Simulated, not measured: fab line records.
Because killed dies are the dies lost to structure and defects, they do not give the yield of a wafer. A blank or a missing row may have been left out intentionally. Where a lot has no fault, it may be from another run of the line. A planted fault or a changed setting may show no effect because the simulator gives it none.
A lot that was struck, set against a sound lot ; flow nand harc ; 14 steps out of a route of 1159
Sound: the wafers L365.1, L365.2, L365.3. Wafers struck: L384.1, L384.2, L384.6. At the end, the cause is stated.
Per side, at each step with rows, come the tool, then ch with its chambers, and then its first start. Under that, the readings that differ: sound wafers ; struck wafers ; difference of the means ; sigmas: that difference in standard deviations of wafers without a fault.
alike: words and numbers the same on both sides, and readings whose means are apart by under 2 such deviations; not compared: readings that were withheld, readings missing a value for some wafer, numbers with overlapping values and no deviation given by the record, and bounds like >300 which may hide the same value.
Wherever a step has rows on one side only, a row that says differs or no value, or a row with sigmas, the two part there. Numbers that don't overlap but have no deviation are shown without sigmas and don't part them. A reading that every wafer of one side lacks parts them only if that side has two wafers or more.

NHARC_A_ONON_D1_THK_MEAS_30: measures by ellipsometry.
  sound on film metro-02 at day 8 18:03; struck on film metro-02 at day 13 11:19
  alike: thk nm
NHARC_A_ONON_D1_DEP_33: deposits SiO2, target thk 200 nm.
  sound on pecvd-04 ch 0,1,2, day 8 18:07; struck on pecvd-02 ch 0,2, day 13 11:22
  alike: heater power w, mfc precursor sccm, throttle valve pct
  not compared: since wet clean h
NHARC_A_ONON_D1_THK_MEAS_34: measures by ellipsometry.
  sound on film metro-02 at day 8 18:32; struck on film metro-01 at day 13 11:46
  alike: thk nm
NHARC_A_ONON_D1_INSPECT_32:
  sound on defect inspect-01 at day 8 18:35; struck on defect inspect-02 at day 13 11:50
  alike: raw defect count
NHARC_A_CHANNEL_HOLE_D1_DEP_00: deposits aC, target thk 3100 nm.
  sound on acl dep-03 ch 0, day 8 18:40; struck on acl dep-03 ch 0, day 13 11:54
  alike: throttle valve pct
NHARC_A_CHANNEL_HOLE_D1_DEP_01: deposits SiON, target thk 140 nm.
  sound on pecvd-01 ch 0,1,2, day 8 20:34; struck on pecvd-02 ch 1,2, day 13 13:49
  alike: heater power w
  not compared: since wet clean h
then, 5 steps without rows for these wafers: NHARC_A_CHANNEL_HOLE_D1_DEHYDRATE_02 (time 120 s); NHARC_A_CHANNEL_HOLE_D1_HMDS_03 (time 30 s); NHARC_A_CHANNEL_HOLE_D1_COAT_36 (time 75 s); NHARC_A_CHANNEL_HOLE_D1_COAT_37 (time 65 s); NHARC_A_CHANNEL_HOLE_D1_COAT_04 (resist thk 90 nm).
NHARC_A_CHANNEL_HOLE_D1_SOFTBAKE_05: time 55 s.
  sound on litho track-01 ch 0, day 8 20:00; struck on litho track-04 ch 0, day 13 14:00
reading;sound;struck;difference;sigmas
heater power total W (W);188.64 188.52 188.38;204.12 204.04 204.16;+15.59;+99 or more
after that, 1 step had no rows for these wafers: NHARC_A_CHANNEL_HOLE_D1_EBR_06.
-- break in the record here, with 11 days between the starts of the struck wafers on either side (left off in module A_CHANNEL_HOLE_D1, picked up again in module END, where the first step shown is number 1159 on the route) --
NHARC_END_SORT_01:
  sound on prober-01 ch 0, day 19 17:34; struck on prober-02 ch 0, day 24 09:49
  alike: killed at array, killed at other, killed at periphery, killed dies, killed open, killed short

WHERE THEY PART
Only at NHARC_A_CHANNEL_HOLE_D1_SOFTBAKE_05, as far as this record shows. Later steps at which nothing parts them and some readings are alike: NHARC_END_SORT_01.

WHY: what had been put in by the simulator
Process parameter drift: litho track-04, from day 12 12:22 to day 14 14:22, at NHARC_A_CHANNEL_HOLE_D1_SOFTBAKE_05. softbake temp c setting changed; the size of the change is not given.
